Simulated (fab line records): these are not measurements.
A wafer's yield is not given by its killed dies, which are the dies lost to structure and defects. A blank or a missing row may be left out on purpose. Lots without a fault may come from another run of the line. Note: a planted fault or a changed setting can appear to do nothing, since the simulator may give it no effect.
fab line records	flow n5Finfet
[record] lots = 3	wafers = 9	lastDay = 19
route steps=1938 shown BEOL_M10@1500 BEOL_M11@1536 BEOL_M15@1830 PASSIVATION@1936
lots that met no fault: taken from a fault-free run of the same line
startH: start of the lot's first displayed wafer, in hours after the record's first day	waitH: time in hours since the lot's previous step	" identical to the entry in the row above	L1.1+2: one row covering several wafers at once	- either no value or no given start	* or withheld: withheld	< > ~ a bound
route shown NAME@n: names a module that has steps shown in the file, with the first one's number in the route	usual: average and standard deviation across the fault-free wafers	same: alike in all rows	chamber/n: place in a boat	sites: per-site readings	_std_site: the values' standard deviation	_edge_site: the outer-site mean with the inner-site mean subtracted	radiusMm: for every site, how far away it sits from the centre of the wafer	mask NAME#n: copy n	behind: tool/chamber where the wafer was last shaped	hold: why the lot went on hold/how many hours it stayed there/how the hold came to an end	device: names the non-switching transistor (n, p or np)	end of line: tests of these same wafers at the route's end	for a step that has no rows: nothing shown but its recipe	killed: at the first sort, the dies lost to defects and structure; wafer yield is something else	map: a wafer's dies, x killed, . not, _ none there
set.NAME: the setting as run; set.NAME@STEP: as run at that earlier step	model.NAME: the simulator's own value behind a step, which no gauge read
lots at selected steps of the route; one table per step, one row per wafer
services: when a tool's chamber went out of use (startH, in hours from the record's first day, below 0 if earlier), for how many hours, and the reason
[[steps]]
[step N5_BEOL_M10_PEB_26]
[recipe] pebTempC = withheld	pebTimeS = 60	resist = CAR-ArF
[step N5_BEOL_M10_DEVELOP_27]
[recipe] developTimeS = 30	developer = TMAH	resist = CAR-ArF	rinseLiquid = diw	dry = airSpin	devTempC = 23
[step N5_BEOL_M10_DESCUM_33]
[recipe] chemistry = O2	timeS = 7.9	sourcePowerW = 50	biasPowerW = 20	pressureMtorr = 20	rfFrequencyHz = 2.712e+07	tempC = 40	resist = CAR-ArF	o2FlowSccm = 225
[step N5_BEOL_M10_ETCH_65]
[recipe] chemistry = CF4	target = SiARC	targetDepthA = 390	maskMaterial = CAR-ArF	timeS = 65	ionEnergyEv = 80	pressureMtorr = 40	sourceW = 545	biasW = 36	Ar_flow_sccm = 100	cf4FlowSccm = 100	ends = cleared
[step N5_BEOL_M10_ETCH_66]
[recipe] chemistry = N2/H2	target = SOC	targetDepthA = 1200	overetchA = 240	maskMaterial = SiARC	tempC = 40	timeS = 180	ionEnergyEv = 200	pressureMtorr = 30	sourceW = 840	biasW = 150	n2FlowSccm = 200	h2FlowSccm = 200
[step N5_BEOL_M10_STRIP_69]
[recipe] chemistry = N2/H2	tempC = 40	n2FlowSccm = 200	h2FlowSccm = 200	rfFrequencyHz = 6e+07
[step N5_BEOL_M10_VIA_ETCH_34]
[recipe] chemistry = C4F6/O2	target = SiCOH_lowk	targetDepthA = 1845	maskMaterial = SOC	taperDeg = 4	timeS = 69.2	ionEnergyEv = 250	pressureMtorr = 30	sourceW = 345	biasW = 185	Ar_flow_sccm = 300	C4F6_flow_sccm = 10	O2_flow_sccm = 10
[step N5_BEOL_M10_STRIP_73]
[recipe] chemistry = C4F6/O2	resist = SiARC	rfFrequencyHz = 6e+07
[step N5_BEOL_M10_STRIP_36]
[recipe] chemistry = N2/H2	powerW = 450	tempC = 40	pressureMtorr = 20	rfFrequencyHz = 6e+07	overashFraction = 0.3	biasPowerW = 7	h2Frac = 0.5	n2FlowSccm = 200	h2FlowSccm = 200
[step N5_BEOL_M10_TRENCH_ETCH_37]
[recipe] chemistry = C4F6/O2	targetDepthA = 1488.3	target = SiCOH_lowk	timeS = 48	ionEnergyEv = 250	pressureMtorr = 30	sourceW = 345	biasW = 185	Ar_flow_sccm = 300	C4F6_flow_sccm = 10	O2_flow_sccm = 10
[usual] drypumpMotorCurrentA = 5.6/0.51	oes_ar_750_au = 0.78/0.089	oes_f_703_au = 0.78/0.098	oesProductAu = 0.78/0.092	rfFwdPowerW = 342.0/1.4	rfVppV = 657/16	showerheadPlenumPTorr = 2.85/0.06	throttleValvePct = 20.98/0.29
lot.wafer	tool	chamber	startH	waitH	drypumpMotorCurrentA	oes_ar_750_au	oes_f_703_au	oesProductAu	rfFwdPowerW	rfHoursCounterH	rfVppV	showerheadPlenumPTorr	throttleValvePct	model.etch.depthNm	model.BEOL_M10.featureDepthNm
L677.3	rieDiel-06	0	339.39	-	5.3	0.92	1.20	0.78	551.0	230	509	2.93	21.30	174.2	174.2
L677.4	"	2	"	"	5.4	0.84	0.85	0.85	340.8	60	674	2.85	20.79	152.3	152.2
L677.5	"	1	"	"	6.5	0.77	0.77	0.78	343.0	-	664	2.85	20.51	150.2	150.2
L679.1	rieDiel-02	1	366.11	-	5.8	0.71	0.72	0.70	342.7	207	662	2.83	21.34	145.6	145.6
L679.3	"	3	"	"	5.3	0.84	0.88	0.83	340.0	62	633	2.87	21.10	148.1	148.2
L679.5	"	1	"	"	5.7	0.71	0.72	0.70	342.9	-	664	2.83	21.34	144.7	144.8
L684.1	rieDiel-06	1	398.88	-	6.4	0.75	0.76	0.76	341.8	149	663	2.85	20.55	152.3	152.4
L684.2	"	2	"	"	5.5	0.82	0.83	0.84	342.9	77	673	2.84	20.81	152.8	152.8
L684.6	"	2	"	"	5.4	0.82	0.83	0.83	344.4	-	672	2.84	20.80	152	152
[step N5_BEOL_M10_ETCH_41]
[recipe] chemistry = CH3F/O2	target = SiCN	targetDepthA = 426	taperDeg = 2	timeS = 86	ionEnergyEv = 120	maskMaterial = TiN	pressureMtorr = 30	sourceW = 395	biasW = 75	Ar_flow_sccm = 150	CH3F_flow_sccm = 30	O2_flow_sccm = 20
[step N5_BEOL_M10_STRIP_77]
[recipe] chemistry = N2/H2	timeS = 10	powerW = 450	tempC = 40	pressureMtorr = 20	rfFrequencyHz = 6e+07	biasPowerW = 7	n2FlowSccm = 200	h2FlowSccm = 200
[step N5_BEOL_M10_OCD_MEAS_38]
[usual] trenchDepthNm = 147/3
lot.wafer	tool	chamber	startH	waitH	trenchDepthNm
L677.3	ocd-02	-	339.57	-	174
L677.4	"	-	"	"	152
L677.5	"	-	"	"	150
L679.1	ocd-01	-	366.30	-	145
L679.3	"	-	"	"	148
L679.5	"	-	"	"	145
L684.1	ocd-02	-	399.06	-	152
L684.2	"	-	"	"	152
L684.6	"	-	"	"	152
[step N5_BEOL_M10_HM_STRIP_39]
[recipe] chemistry = peroxideTinStrip	material = TiN	targetDepthA = 250	tempC = 50	timeS = 158
[step N5_BEOL_M10_SRD_40]
[recipe] timeS = 30	tempC = 23	rinseLiquid = diw	dry = ipaMarangoni
[step N5_BEOL_M10_PRECLEAN_42]
[recipe] chemistry = residueRemover	timeS = 60	tempC = 40
[step N5_BEOL_M10_SRD_43]
[recipe] timeS = 30	tempC = 23	rinseLiquid = diw	dry = ipaMarangoni
[step N5_BEOL_M10_CURE_72]
[recipe] tempC = 370	timeS = 120	ambient = DMADMS/He	material = SiCOH_lowk
[step N5_BEOL_M10_DEGAS_44]
[recipe] ambient = vacuum	tempC = 250	timeS = 60
[step N5_BEOL_M10_PRE_CLEAN_45]
[recipe] gas = H2/He	timeS = 30	tempC = 250
[step N5_BEOL_M10_ALD_74]
[recipe] material = TaN	targetThkA = 20	tempC = 275	aldPrecursorFamily = PDMAT	aldCoReactant = NH3	pressureTorr = 3	carrierFlowSccm = 1500	pulseTimeS = 2	purgeTimeS = 3	coReactantPurgeTimeS = 2	coReactantPulseTimeS = 3	aldCycles = 40	precursorVesselTempC = 75	precursorVesselPressureTorr = 26.25	precursorVesselCarrierSccm = 1000
[step N5_BEOL_M10_SURFACE_TREAT_76]
[recipe] gas = Ar	timeS = *	ionEnergyEv = *	ionCurrentMaCm2 = 0.5	pressureMtorr = *	arFlowSccm = 30
[step N5_BEOL_M10_CVD_75]
[recipe] material = Co	targetThkA = 20	tempC = withheld	precursor = CCTBA/H2	pressureTorr = 30	timeS = 138.9
[step N5_BEOL_M10_SPUTTER_48]
[recipe] material = Cu	targetThkA = 120	tempC = -20	biasV = 60	powerW = 26000	chamberPressurePa = 0.13	timeS = 2
[step N5_BEOL_M10_ECD_50]
[recipe] material = Cu	targetThkA = 3180
[step N5_BEOL_M10_ANNEAL_51]
[recipe] tempC = 225	timeS = 90	ambient = N2
[step N5_BEOL_M10_CMP_52]
[recipe] stopOn = SiCOH_lowk	tOverpolishS = 7	downForcePsi = 1	platenRpm = 50	clearingPlatenDownForcePsi = 1.5	clearingPlatenRpm = 50	postCmpClean = cuAlkaline	targetThkNm = 140	clearingPlatenPadVelocityMS = 0.99484	padVelocityMS = 0.99484
[usual] barrierFieldEndpointS = 28.8/1	motorCurrentA = 5.8/0.57	overpolishRunS = 7.000/0.009	padLifeWafers = 892/660	timeToEndpointS = 66/4.4
lot.wafer	tool	chamber	startH	waitH	barrierFieldEndpointS	motorCurrentA	overpolishRunS	padLifeWafers	timeToEndpointS	model.Cu_of_BEOL_M10_ECD_50.thkNm
L677.4	cmp-02	1	342.00	0.2	28.4	5.7	7.009	614	62	143.4
L677.3	"	2	"	"	29.9	4.7	6.986	615	71	167.6
L677.5	"	3	"	"	27.8	5.6	7.006	-	61	140.2
L679.3	cmp-01	0	369.15	0.2	30.0	6.7	7.005	1873	67	139.4
L679.1	"	2	"	"	28.5	6.2	6.983	1875	66	137.6
L679.5	"	0	"	"	29.0	6.5	6.992	-	62	136.6
L684.2	cmp-01	0	401.11	0.3	29.4	6.5	7.005	2120	69	143.8
L684.1	"	1	"	"	29.9	5.5	6.985	2121	67	143
L684.6	"	3	"	"	29.3	5.6	6.989	-	64	141.6
[step N5_BEOL_M10_THK_MEAS_53]
[recipe] thkMeasGauge = xrf	reads = Cu_of_BEOL_M10_ECD_50
[usual] M10_THK = 140/3.4
lot.wafer	tool	chamber	startH	waitH	M10_THK[nm]
L677.3	filmMetro-02	-	342.22	-	169
L677.4	"	-	"	"	143
L677.5	"	-	"	"	140
L679.1	filmMetro-01	-	369.41	-	138
L679.3	"	-	"	"	139
L679.5	"	-	"	"	137
L684.1	filmMetro-01	-	401.33	-	144
L684.2	"	-	"	"	144
L684.6	"	-	"	"	142
[step N5_BEOL_M10_PRE_CLEAN_55]
[recipe] gas = NH3	timeS = 15	tempC = withheld	rfPowerW = 300
[step N5_BEOL_M10_DEP_56]
[recipe] material = SiCN	targetThkA = 150	tempC = withheld	precursor = 3MS/NH3	pressureTorr = 3	rfW = 202	timeS = 26.5
[step N5_BEOL_M10_RS_MEAS_57]
[recipe] thkMeasGauge = four-point-probe	reads = Cu_of_BEOL_M10_ECD_50+Co_of_BEOL_M10_CVD_75+TaN_of_BEOL_M10_ALD_74
[usual] M10_RS = 0.152/0.0041
lot.wafer	tool	chamber	startH	waitH	M10_RS[ohm/sq]
L677.3	filmMetro-01	-	342.36	0.1	0.124
L677.4	"	-	"	"	0.147
L677.5	"	-	"	"	0.150
L679.1	filmMetro-01	-	369.54	0.1	0.154
L679.3	"	-	"	"	0.151
L679.5	"	-	"	"	0.155
L684.1	filmMetro-02	-	401.47	0.1	0.147
L684.2	"	-	"	"	0.146
L684.6	"	-	"	"	0.149
[step N5_BEOL_M11_ILD_DEP_00]
[recipe] material = SiCOH_lowk	targetThkA = 3085.1	tempC = 300	precursor = DEMS/porogen	pressureTorr = 5	rfW = 500	timeS = 58
[step N5_BEOL_M11_CURE_71]
[recipe] tempC = 385	timeS = 240	ambient = He/Ar	material = SiCOH_lowk
[step N5_BEOL_M11_PECVD_70]
[recipe] material = SiO2	targetThkA = 200	tempC = 400	precursor = TEOS/O2	pressureTorr = 5.5	rfW = 450	teosFlowSccm = 53.8	gas = O2	flowSccm = 3000	timeS = 22.7
[step N5_BEOL_M11_HM_DEP_02]
[recipe] material = TiN	targetThkA = 200	tempC = 25	chamberPressurePa = 0.49996
[step N5_BEOL_M11_COAT_59]
[recipe] resist = SOC	tempC = 250	timeS = 60	spinRpm = 1500	resistThkNm = 100
[step N5_BEOL_M15_RC_MEAS_101]
[usual] COMB_M11 = 1.5e-11/3.1e-12	COMB_M12 = 6.1e-12/1.4e-12	COMB_M13 = 4.5e-12/9.9e-13	COMB_M14 = 3.5e-12/8.8e-13	COMB_M15 = 2.1e-12/7.1e-13	COMB_M5 = 3.6e-11/7.6e-12	COMB_M6 = 2.4e-11/5.1e-12	COMB_M7 = 2.6e-11/5.7e-12	COMB_M8 = 2.5e-11/5e-12	COMB_M9 = 1.42e-11/2.7e-12	SERP_M10 = 3.10/0.1	SERP_M10_max_site = 3.19/0.099	SERP_M11 = 3.07/0.1	SERP_M12 = 0.639/0.017	SERP_M13 = 0.305/0.0052	SERP_M13_max_site = 0.308/0.0053	SERP_M14 = 0.162/0.0062	SERP_M5 = 37.5/2.1	SERP_M5_max_site = 39.1/2.3	SERP_M6 = 14.4/0.77	SERP_M7 = 13.7/0.64	SERP_M7_max_site = 14.4/0.73	SERP_M8 = 14.2/0.66	SERP_M9 = 3.08/0.11
lot.wafer	tool	chamber	startH	waitH	COMB_M11[S/m]	COMB_M12[S/m]	COMB_M13[S/m]	COMB_M14[S/m]	COMB_M15[S/m]	COMB_M5[S/m]	COMB_M6[S/m]	COMB_M7[S/m]	COMB_M8[S/m]	COMB_M9[S/m]	SERP_M10[ohm/um]	SERP_M10_max_site[ohm/um]	SERP_M11[ohm/um]	SERP_M12[ohm/um]	SERP_M13[ohm/um]	SERP_M13_max_site[ohm/um]	SERP_M14[ohm/um]	SERP_M5[ohm/um]	SERP_M5_max_site[ohm/um]	SERP_M6[ohm/um]	SERP_M7[ohm/um]	SERP_M7_max_site[ohm/um]	SERP_M8[ohm/um]	SERP_M9[ohm/um]
L677.3	prober-02	0	379.09	0.3	1.5e-11	7.5e-12	4.4e-12	2.3e-12	1.9e-12	3.4e-11	2.3e-11	2.5e-11	2.9e-11	9.8e-12	2.56	2.58	3.11	0.637	0.305	0.308	0.164	36.3	38.2	14.3	13.4	14.0	15.3	3.04
L677.4	"	0	"	"	1.3e-11	5.7e-12	3.3e-12	2.7e-12	1.6e-12	2.6e-11	1.5e-11	3.1e-11	1.6e-11	1.35e-11	3.05	3.13	3.11	0.615	0.301	0.307	0.145	35.8	37.2	14.9	13.6	14.1	14.6	3.10
L677.5	"	0	"	"	1.3e-11	7.4e-12	4.5e-12	3.4e-12	1.1e-12	3.6e-11	1.9e-11	3.2e-11	1.7e-11	1.31e-11	3.06	3.19	3.02	0.606	0.310	0.312	0.161	38.0	39.8	14.2	13.5	13.9	14.8	2.85
L679.1	prober-02	0	402.29	0.0	1.5e-11	4.6e-12	3.4e-12	3.8e-12	1.4e-12	5.3e-11	2.6e-11	2.7e-11	2.1e-11	1.07e-11	3.18	3.21	3.24	0.655	0.304	0.306	0.166	37.9	39.3	15.4	14.0	14.5	14.8	2.91
L679.3	"	0	"	"	1.6e-11	3.3e-12	3.6e-12	4.6e-12	1e-12	5.9e-11	1.9e-11	2.4e-11	2.9e-11	1.82e-11	3.06	3.17	3.10	0.644	0.297	0.302	0.169	38.5	41.1	15.3	14.0	14.3	13.2	3.22
L679.5	"	0	"	"	1.1e-11	5.1e-12	3.7e-12	4.8e-12	1e-12	4.6e-11	2.1e-11	3e-11	2e-11	1.54e-11	3.17	3.24	2.98	0.648	0.305	0.309	0.167	38.1	39.6	14.6	13.8	14.7	14.7	3.08
L684.1	prober-02	0	431.99	0.0	2e-11	5.3e-12	5e-12	3.4e-12	1.6e-12	3.2e-11	2.4e-11	3.1e-11	3.1e-11	1.42e-11	3.02	3.10	2.95	0.641	0.307	0.309	0.160	36.0	39.3	15.1	14.2	14.9	15.6	2.88
L684.2	"	0	"	"	1.6e-11	6.7e-12	4.7e-12	2.7e-12	1.3e-12	3.1e-11	2e-11	2.5e-11	3.6e-11	1.6e-11	2.96	3.03	2.97	0.599	0.297	0.300	0.157	35.8	37.6	14.6	14.6	16.2	13.8	3.16
L684.6	"	0	"	"	1.8e-11	4.5e-12	6.2e-12	3.5e-12	1.9e-12	2.4e-11	2.7e-11	2e-11	3.4e-11	1.06e-11	3.06	3.11	3.00	0.642	0.297	0.298	0.157	37.0	38.7	15.1	13.7	15.0	15.1	3.21
// sites SERP_M10 radiusMm=0,75,75,75,75,140,140,140,140
L677.3 2.56 2.56 2.58 2.58 2.56 2.46 2.52 2.54 2.45
L679.1 3.20 3.20 3.17 3.15 3.19 3.15 3.18 3.11 3.21
L684.1 2.95 2.97 3.02 3.00 2.99 3.08 3.10 3.07 3.05
[step N5_PASSIVATION_PROBE_49]
[usual] defectLimitedYield = 91.3/1.4	killed_at_M0_to_M3 = 36/10	killed_at_M4_up = 13/5.4	killedAtContacts = 12/5.3	killedAtFrontEnd = 39/10	killedAtOther = 3.2/2.7	killedDies = 103/16	killedOpen = 68/13	killedShort = 33/6.6	sort_bin_4_leakage = 0.01/0.031	sort_bin_5_function = 5.1/0.92	sort_bin_6_memory = 3.3/0.68	sortNPass = 1077/17	sortYieldPct = 91.2/1.4
[same] grossDies = 1180	killedAtBackSide = 0	sort_bin_8_speed[%] = 0
lot.wafer	tool	chamber	startH	waitH	defectLimitedYield[%]	killed_at_M0_to_M3	killed_at_M4_up	killedAtContacts	killedAtFrontEnd	killedAtOther	killedDies	killedOpen	killedShort	sort_bin_4_leakage[%]	sort_bin_5_function[%]	sort_bin_6_memory[%]	sortNPass	sortYieldPct[%]
L677.3	prober-02	-	395.78	0.5	91.4	33	18	5	45	0	101	55	42	0	5.8	2.2	1079	91.4
L677.4	prober-02	-	395.83	0.5	92.6	21	16	7	41	2	87	53	34	0.08	3.2	3.6	1092	92.5
L677.5	prober-02	-	395.88	0.6	94.5	20	10	6	27	2	65	45	19	0	3.6	1.7	1115	94.5
L679.1	prober-01	-	416.95	0.0	88.6	42	24	13	51	4	134	93	41	0	5.9	5.3	1046	88.6
L679.3	prober-01	-	417.05	0.1	89.8	55	8	14	42	1	120	86	32	0	4.9	4.8	1060	89.8
L679.5	prober-01	-	417.15	0.2	91.5	44	5	11	34	6	100	70	28	0	4.1	4.2	1080	91.5
// killed by level:class
L677.3 FIN_SAQP:geometricParticle:short=16 FIN_SAQP:geometricParticle:open=9 BEOL_M1:geometricParticle:open=7 BEOL_M2:geometricParticle:open=7 BEOL_M3:geometricParticle:open=7 BEOL_M4:geometricParticle:open=5 BEOL_M0_SAQP:geometricParticle:short=4 DUMMY_GATE:geometricParticle:open=3
L677.4 FIN_SAQP:geometricParticle:open=12 FIN_SAQP:geometricParticle:short=10 ILD0:geometricParticle:short=7 BEOL_M3:geometricParticle:open=7 MOL_CONTACT_COAG:geometricParticle:open=6 BEOL_M4:geometricParticle:open=6 BEOL_M2:geometricParticle:short=5 STI_FIN_REVEAL:geometricParticle:open=4
L677.5 BEOL_M1:geometricParticle:open=8 STARTING-WAFER:geometricParticle:short=6 MOL_CONTACT_COAG:geometricParticle:open=5 BEOL_M4:geometricParticle:open=5 DUMMY_GATE:geometricParticle:open=4 STARTING-WAFER:geometricParticle:open=4 FIN_SAQP:geometricParticle:short=3 FIN_SAQP:geometricParticle:open=3
L679.1 FIN_SAQP:geometricParticle:open=15 BEOL_M3:geometricParticle:open=15 STI_FIN_REVEAL:geometricParticle:open=10 MOL_CONTACT_COAG:geometricParticle:open=10 BEOL_M4:geometricParticle:open=10 FIN_SAQP:geometricParticle:short=9 GATE_CUT:geometricParticle:short=5 BEOL_M0_SAQP:geometricParticle:open=5
L679.3 BEOL_M3:geometricParticle:open=17 BEOL_M1:geometricParticle:open=11 BEOL_M2:geometricParticle:open=10 FIN_SAQP:geometricParticle:short=9 MOL_CONTACT_COAG:geometricParticle:open=9 GATE_CUT:geometricParticle:open=7 FIN_SAQP:geometricParticle:open=5 GATE_CUT:geometricParticle:short=5
L679.5 BEOL_M3:geometricParticle:open=18 BEOL_M2:geometricParticle:open=9 MOL_CONTACT_COAG:geometricParticle:open=8 FIN_SAQP:geometricParticle:open=6 BEOL_M3:geometricParticle:short=6 STARTING-WAFER:geometricParticle:open=5 BEOL_M0_SAQP:geometricParticle:open=5 GATE_CUT:geometricParticle:short=4
[[services]]
tool	chamber	startH	hours	kind
rieDiel-02	2	321.25	-	clean
rieDiel-02	2	321.25	-	consumableReplace:focusRing
rieDiel-02	2	321.25	26.4	scheduledDown
rieDiel-02	2	321.25	26.4	ventCycle
rieDiel-02	1	334.26	5.1	repair
cmp-02	-	374.37	0.7	repair
cmp-01	-	376.79	3.4	pm
cmp-02	-	378.84	1.1	repair
cmp-02	-	380.54	2.3	repair
cmp-01	-	384.29	1.3	repair
rieDiel-06	0	396.96	-	clean
rieDiel-06	0	396.96	-	consumableReplace:focusRing
rieDiel-06	0	396.96	16.0	scheduledDown
rieDiel-06	0	396.96	16.0	ventCycle
[[key]]
[firstSign] step = N5_BEOL_M10_TRENCH_ETCH_37	reading = rfFwdPowerW	direction = up	sigmas = 99+	usual = *	struck = *
[effect] step = N5_BEOL_M10_TRENCH_ETCH_37	reading = rfVppV	direction = down	sigmas = 9	usual = 657	struck = 509
[effect] step = N5_BEOL_M10_OCD_MEAS_38	reading = trenchDepthNm	direction = up	sigmas = 8.9	usual = 147	struck = 174
[effect] step = N5_BEOL_M10_THK_MEAS_53	reading = M10_THK	direction = up	sigmas = 8.6	usual = 140	struck = 169
[effect] step = N5_BEOL_M10_RS_MEAS_57	reading = M10_RS	direction = down	sigmas = 7	usual = 0.152	struck = 0.124
[effect] step = N5_BEOL_M15_RC_MEAS_101	reading = SERP_M10	direction = down	sigmas = 5.4	usual = 3.10	struck = 2.56
[modelEffect] step = N5_BEOL_M10_TRENCH_ETCH_37	value = etch.depthNm	without = 145	struck = 174.2
[modelEffect] step = N5_BEOL_M10_CMP_52	value = Cu_of_BEOL_M10_ECD_50.thkNm	without = 138.4	struck = 167.6
metAt N5_BEOL_M10_TRENCH_ETCH_37
struckWafers L677.3
[fault] kind = processParameterDrift	tool = rieDiel-06	chamber = 0	onsetH = 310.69	steps = N5_BEOL_M10_TRENCH_ETCH_37	channel = sourceW	offset = 207	shape = step	endH = 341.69	actsIn = theseRecipesOnly	stated = 345
